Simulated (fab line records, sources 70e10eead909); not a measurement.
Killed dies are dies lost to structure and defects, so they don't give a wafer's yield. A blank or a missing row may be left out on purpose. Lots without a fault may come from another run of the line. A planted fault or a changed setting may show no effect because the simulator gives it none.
A struck lot beside a sound one | flow nand_harc | 14 steps out of a route of 1302
Sound: wafers L814.1, L814.2, L814.6. Struck: wafers L822.1, L822.2, L822.6. The cause comes at the end.
At each step with rows: each side's tool, then ch and its chambers, then its first start. Under that, the readings that differ: sound wafers | struck wafers | difference of the means | sigmas: that difference in standard deviations of wafers without a fault.
alike: readings whose means differ by less than 2 such deviations, and words and numbers that are the same on both sides. not compared: withheld readings, readings that some wafer has no value for, bounds like >300 that may hide the same value, and numbers for which the record gives no deviation and whose values overlap.
The two part at a step that has a row with sigmas, a row that says differs or no value, or rows on one side only. Numbers that don't overlap but have no deviation are shown without sigmas and don't part them. A reading that every wafer of one side lacks parts them only if that side has two wafers or more.

first, 2 steps without rows for these wafers: NHARC_A_SOURCE_PLATE_SRD_01; NHARC_A_SOURCE_PLATE_OXIDE_02 (material SiO2, target thk 10 nm, ox time 1362 s).
NHARC_A_SOURCE_PLATE_THK_MEAS_09: measures by ellipsometry.
  sound on film_metro-02, day 8 02:25; struck on film_metro-01, day 11 15:31
  alike: thk_nm
then, 3 steps without rows for these wafers: NHARC_A_SOURCE_PLATE_PVD_04 (deposits WSi2, target thk 50 nm); NHARC_A_SOURCE_PLATE_CVD_03 (deposits poly-Si, target thk 200 nm, time 4000 s); NHARC_A_SOURCE_PLATE_ANNEAL_05 (time 1800 s).
NHARC_A_SOURCE_PLATE_THK_MEAS_06: measures by ellipsometry.
  sound on film_metro-02, day 8 15:22; struck on film_metro-02, day 12 05:08
  alike: thk_nm
NHARC_A_SOURCE_PLATE_INSPECT_08:
  sound on defect_inspect-01, day 8 15:25; struck on defect_inspect-01, day 12 05:13
  reading          | sound    | struck    | difference | sigmas
  raw_defect_count | 24 36 51 | 78 108 81 | +52        | +2
then, 1 step without rows for these wafers: NHARC_A_ONON_D1_DEP_00 (target thk 1000 nm).
NHARC_A_ONON_D1_THK_MEAS_02: measures by ellipsometry.
  sound on film_metro-02, day 8 16:00; struck on film_metro-02, day 12 05:47
  reading     | sound          | struck      | difference | sigmas
  thk_nm (nm) | 1003 1001 1004 | 982 983 981 | -21        | -3
NHARC_A_ONON_D1_DEP_03: target thk 1000 nm.
  sound on pecvd_onon-01 ch 0, day 8 16:03; struck on pecvd_onon-04 ch 0, day 12 05:50
NHARC_A_ONON_D1_THK_MEAS_05: measures by ellipsometry.
  sound on film_metro-02, day 8 16:34; struck on film_metro-01, day 12 06:20
  reading     | sound       | struck         | difference | sigmas
  thk_nm (nm) | 999 999 999 | 1246 1246 1247 | +247       | +25
then, 1 step without rows for these wafers: NHARC_A_ONON_D1_DEP_06 (target thk 1000 nm).
-- the record jumps here: 17 days lie between the struck wafers' starts before and after (it left off in module A_ONON_D1 and takes up again in module END, whose first step shown is number 1302 of the route) --
NHARC_END_SORT_01:
  the record has rows for the struck wafers here (prober-01 ch 0, day 29 10:43) and none for the sound ones

WHERE THEY PART
First at NHARC_A_SOURCE_PLATE_INSPECT_08; last, within this record, at NHARC_END_SORT_01.

WHY: what the simulator had put in
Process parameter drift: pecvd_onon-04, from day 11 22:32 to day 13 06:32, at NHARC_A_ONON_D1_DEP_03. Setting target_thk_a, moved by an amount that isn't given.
